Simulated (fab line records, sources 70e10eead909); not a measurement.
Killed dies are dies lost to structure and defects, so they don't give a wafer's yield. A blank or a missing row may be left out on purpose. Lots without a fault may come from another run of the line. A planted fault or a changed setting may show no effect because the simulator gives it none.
A struck lot beside a sound one | flow nand_harc | 39 steps out of a route of 1302
Sound: wafers L648.3, L648.4, L648.5. Struck: wafers L655.2, L655.5, L655.6. The cause comes at the end.
At each step with rows: each side's tool, then ch and its chambers, then its first start. Under that, the readings that differ: sound wafers | struck wafers | difference of the means | sigmas: that difference in standard deviations of wafers without a fault.
alike: readings whose means differ by less than 2 such deviations, and words and numbers that are the same on both sides. not compared: withheld readings, readings that some wafer has no value for, bounds like >300 that may hide the same value, and numbers for which the record gives no deviation and whose values overlap.
The two part at a step that has a row with sigmas, a row that says differs or no value, or rows on one side only. Numbers that don't overlap but have no deviation are shown without sigmas and don't part them. A reading that every wafer of one side lacks parts them only if that side has two wafers or more.

first, 3 steps without rows for these wafers: NHARC_A_BONDPAD_HARDBAKE_10 (time 65 s); NHARC_A_BONDPAD_DESCUM_11 (chemistry O2, time 3 s); NHARC_A_BONDPAD_ETCH_34 (etches the open film in N2/H2, target depth 60 nm, overetch 18 nm, time 65.91 s).
NHARC_A_BONDPAD_ETCH_12: etches the open film in CHF3/O2, target depth 220 nm, time 110 s.
  sound on rie_diel-07 ch 0,1,2; struck on rie_diel-07 ch 0,1
  alike: bias_w, chamber_pressure_mTorr, drypump_motor_current_A, oes_product_au, rf_vpp_V, showerhead_plenum_p_Torr, throttle_valve_pct
  not compared: rf_hours_counter_h
NHARC_A_BONDPAD_CD_MEAS_13:
  sound on cd_sem-03, day 28 16:02; struck on cd_sem-02, day 31 06:25
  alike: cd_nm
NHARC_A_BONDPAD_STRIP_15: strips in O2.
  sound on rie_diel-07 ch 0,2, day 28 16:07; struck on rie_diel-06 ch 0,1, day 31 06:30
  alike: chamber_pressure_mTorr, drypump_motor_current_A, oes_product_au, rf_vpp_V, showerhead_plenum_p_Torr, throttle_valve_pct
  not compared: rf_hours_counter_h
then, 2 steps without rows for these wafers: NHARC_A_BONDPAD_ETCH_24 (etches the open film in CF4/N2, target depth 30 nm, time 72.99 s); NHARC_A_BONDPAD_STRIP_16 (strips in post etch residue remover, time 600 s).
NHARC_A_BONDPAD_DEGAS_25: time 60 s.
  sound on pvd_sputter-01, day 28 16:39; struck on pvd_sputter-03, day 31 07:02
  alike: heater_power_w
NHARC_A_BONDPAD_PRE_CLEAN_26: time 30 s.
  sound on pvd_sputter-01; struck on pvd_sputter-03
  alike: heater_power_w
then, 2 steps without rows for these wafers: NHARC_A_BONDPAD_PVD_17 (deposits TaN, target thk 5 nm, time 8.06 s); NHARC_A_BONDPAD_PVD_27 (deposits Cu, target thk 30 nm, time 20.49 s).
NHARC_A_BONDPAD_ECD_18: material Cu, target thk 400 nm.
  sound on ecd_cu-01 ch 0,1, day 28 17:07; struck on ecd_cu-01 ch 0,1, day 31 07:27
  alike: bath_temp_c
then, 2 steps without rows for these wafers: NHARC_A_BONDPAD_ANNEAL_28 (time 90 s); NHARC_A_BONDPAD_CMP_19 (polishes, t overpolish 30 s, cu recess touch 16 s, target thk 169.82 nm).
NHARC_A_BONDPAD_THK_MEAS_20: measures by xrf.
  sound on film_metro-01, day 28 18:04; struck on film_metro-02, day 31 08:27
  alike: thk_nm
then, 6 steps without rows for these wafers: NHARC_A_BONDPAD_SRD_21 (time 30 s, dry time 20 s); NHARC_HYBRID_BOND_ACTIVATE_00 (chemistry N2, time 60 s); NHARC_HYBRID_BOND_PRECLEAN_01 (cleans in DIW, time 300 s); NHARC_HYBRID_BOND_SRD_02 (time 30 s, dry time 20 s); NHARC_HYBRID_BOND_BOND_03; NHARC_HYBRID_BOND_ANNEAL_04 (time 7200 s).
NHARC_HYBRID_BOND_OVL_MEAS_05:
  sound on overlay-02, day 29 03:48; struck on overlay-02, day 31 18:05
  alike: overlay_x_nm, overlay_y_nm
NHARC_THIN_TSV_GRIND_00:
  sound on grinder-01 ch 0, day 29 04:24; struck on grinder-01 ch 0, day 32 00:12
  alike: motor_current_A
then, 1 step without rows for these wafers: NHARC_THIN_TSV_CMP_01 (polishes).
NHARC_THIN_TSV_THK_MEAS_02: measures by ir.
  sound on film_metro-01, day 29 05:29; struck on film_metro-02, day 32 01:31
  alike: thk_nm
then, 12 steps without rows for these wafers: NHARC_THIN_TSV_SRD_03; NHARC_THIN_TSV_PRECLEAN_41 (cleans in SC1); NHARC_THIN_TSV_SRD_42; NHARC_THIN_TSV_DEP_43 (deposits SiO2, target thk 1328.5 nm); NHARC_THIN_TSV_DEHYDRATE_04 (time 120 s); NHARC_THIN_TSV_HMDS_05 (time 30 s); NHARC_THIN_TSV_COAT_06; NHARC_THIN_TSV_SOFTBAKE_07 (time 95 s); NHARC_THIN_TSV_EBR_08; NHARC_THIN_TSV_EXPOSE_09 (exposes mask TSV); NHARC_THIN_TSV_PEB_10 (peb time 85 s); NHARC_THIN_TSV_DEVELOP_11 (time 70 s).
NHARC_END_SORT_01:
  sound on prober-02 ch 0, day 30 01:22; struck on prober-01 ch 0, day 32 21:34
  reading                  | sound    | struck      | difference | sigmas
  defect_limited_yield (%) | 88 90 88 | 37 38 38    | -51        | -16
  killed_at_array          | 75 66 80 | 419 411 412 | +340       | +16
  killed_at_other          | 1 0 0    | 3 3 6       | +4         | +2
  killed_dies              | 80 68 81 | 426 418 422 | +346       | +16
  alike: killed_at_periphery, killed_open, killed_short

WHERE THEY PART
Only at NHARC_END_SORT_01, within this record.

WHY: what the simulator had put in
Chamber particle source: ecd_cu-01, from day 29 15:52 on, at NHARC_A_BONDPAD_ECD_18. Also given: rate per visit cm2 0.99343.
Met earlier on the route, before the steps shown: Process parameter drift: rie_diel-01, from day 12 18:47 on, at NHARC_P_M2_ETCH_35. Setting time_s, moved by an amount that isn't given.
